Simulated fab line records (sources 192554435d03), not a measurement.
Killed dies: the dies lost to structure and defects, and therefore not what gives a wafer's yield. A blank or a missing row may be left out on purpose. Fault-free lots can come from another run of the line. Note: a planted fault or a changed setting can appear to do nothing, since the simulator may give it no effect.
Lot-split experiment ; flow n5 finfet ; on a route of 1938 steps: 7 lots, 39 wafers read

THE SPLIT
At N5_BEOL_M2_ETCH_70 (etches SOC in N2/H2, target depth 80 nm, overetch 24 nm, time 130 s), the setting time s was moved away from the recipe's 130 s on 12 of the 39 wafers read, by -48.1% to +58.0%. The other wafers ran this setting at the recipe's value.

Reading taken at the split's own step.

THE READING
SiARC_of_BEOL_M2_COAT_68.thk nm (the simulator's own value, which no gauge read), in nm, at N5_BEOL_M2_ETCH_70 (etches SOC in N2/H2, target depth 80 nm, overetch 24 nm, time 130 s). There is no usual value for it anywhere in the file. Across the 27 wafers here that went through the recipe, the average is 5.9 nm and the standard deviation 0.12 nm.

wafer;tool, chamber at the split;time s as run, s;against the recipe;SiARC_of_BEOL_M2_COAT_68.thk nm, nm;against lot-mates on the recipe
L075.1;rie diel-01, 0,1,3;130;recipe;6;-
L075.2;rie diel-01, 0,1,3;130;recipe;6;-
L075.4;rie diel-01, 0,1,3;130;recipe;6;-
L080.1;rie diel-01, 0,1;130;recipe;5.8;-
L080.2;rie diel-01, 0,1;130;recipe;5.8;-
L080.3;rie diel-01, 2;154.3;+18.7%;4.6;-1.3
L080.6;rie diel-01, 2;154.3;+18.7%;4.6;-1.3
L080.4;rie diel-01, 3;154.3;+18.7%;4.8;-1.1
L080.5;rie diel-01, 3;130;recipe;6;-
L087.1;rie diel-05, 0,3;130;recipe;6;-
L087.4;rie diel-05, 0,3;130;recipe;6;-
L087.2;rie diel-05, 2;130;recipe;5.8;-
L087.3;rie diel-05, 1;67.44;-48.1%;8.8;+2.9
L087.5;rie diel-05, 1;67.44;-48.1%;8.8;+2.9
L087.6;rie diel-05, 0;67.44;-48.1%;9;+3.1
L088.1;rie diel-01, 2;130;recipe;5.8;-
L088.2;rie diel-01, 0;205.4;+58.0%;2.4;-3.5
L088.6;rie diel-01, 0;205.4;+58.0%;2.4;-3.5
L088.3;rie diel-01, 3;130;recipe;6;-
L088.4;rie diel-01, 3;130;recipe;6;-
L088.5;rie diel-01, 2;205.4;+58.0%;2.2;-3.7
L090.1;rie diel-01, 2;130;recipe;5.6;-
L090.2;rie diel-01, 0,3,0,3,2;130;recipe;5.8;-
L090.3;rie diel-01, 0,3,0,3,2;130;recipe;5.8;-
L090.4;rie diel-01, 0,3,0,3,2;130;recipe;5.8;-
L090.5;rie diel-01, 0,3,0,3,2;130;recipe;5.8;-
L090.6;rie diel-01, 0,3,0,3,2;130;recipe;5.8;-
L089.1;rie diel-05, 1;130;recipe;5.6;-
L089.2;rie diel-05, 3;130;recipe;6;-
L089.6;rie diel-05, 3;130;recipe;6;-
L089.3;rie diel-05, 2,0,2;130;recipe;5.8;-
L089.4;rie diel-05, 2,0,2;130;recipe;5.8;-
L089.5;rie diel-05, 2,0,2;130;recipe;5.8;-
L093.1;rie diel-01, 0;130;recipe;5.8;-
L093.5;rie diel-01, 0;130;recipe;5.8;-
L093.2;rie diel-01, 3;180.6;+38.9%;3.4;-2.5
L093.3;rie diel-01, 2;180.6;+38.9%;3.2;-2.7
L093.6;rie diel-01, 2;180.6;+38.9%;3.2;-2.7
L093.4;rie diel-01, 3;130;recipe;6;-
If several chambers appear in one row, that row covers several wafers at once and the file leaves open which wafer was in which chamber.

FIT RESULTS
A straight line over all 39 wafers: SiARC_of_BEOL_M2_COAT_68.thk nm changes by -0.0626 nm for each +1% of time s; r = -1.00; the points scatter about the line by 0.13 nm.
The same after taking each lot's own level away (the mean of its wafers on the recipe; 39 wafers): -0.0626 nm for each +1%; r = -1.00; scatter 0.11 nm.
That fit puts the effect of the largest move of time s on the reading at 3.6 nm.
From 5.77 to 6.00 nm: that is the span of the lots' own levels, equal to 1.9 times the standard deviation above.
Consequently the slope shifts little with the lot-to-lot level, the two slopes agreeing.
Check: -3.67 nm against its lot-mates is what the line predicts for one of the wafers moved furthest among these (+58.0%) when that wafer is left out of the fit. Against them it came out at -3.53 nm.

THESE WAFERS: OTHER SPLITS
Other splits were also applied to these wafers ahead of the reading. Each is held against what the fit with the lots' levels taken away leaves over:
other split on the same wafers;wafers away from the commonest value;r with SiARC_of_BEOL_M2_COAT_68.thk nm (lot level and that fit taken away)
N5_SD_EPI_N_DEVELOP_08 develop time s;18;+0.04
N5_HKMG_FIN_DEVELOP_11 develop time s;18;-0.11
N5_MOL_CONTACT_COAG_ETCH_91 time s;12;-0.05

THE FILE'S OWN FIT
SiARC_of_BEOL_M2_COAT_68.thk nm changes by -0.0628 nm for each +1% of time s, r = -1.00.
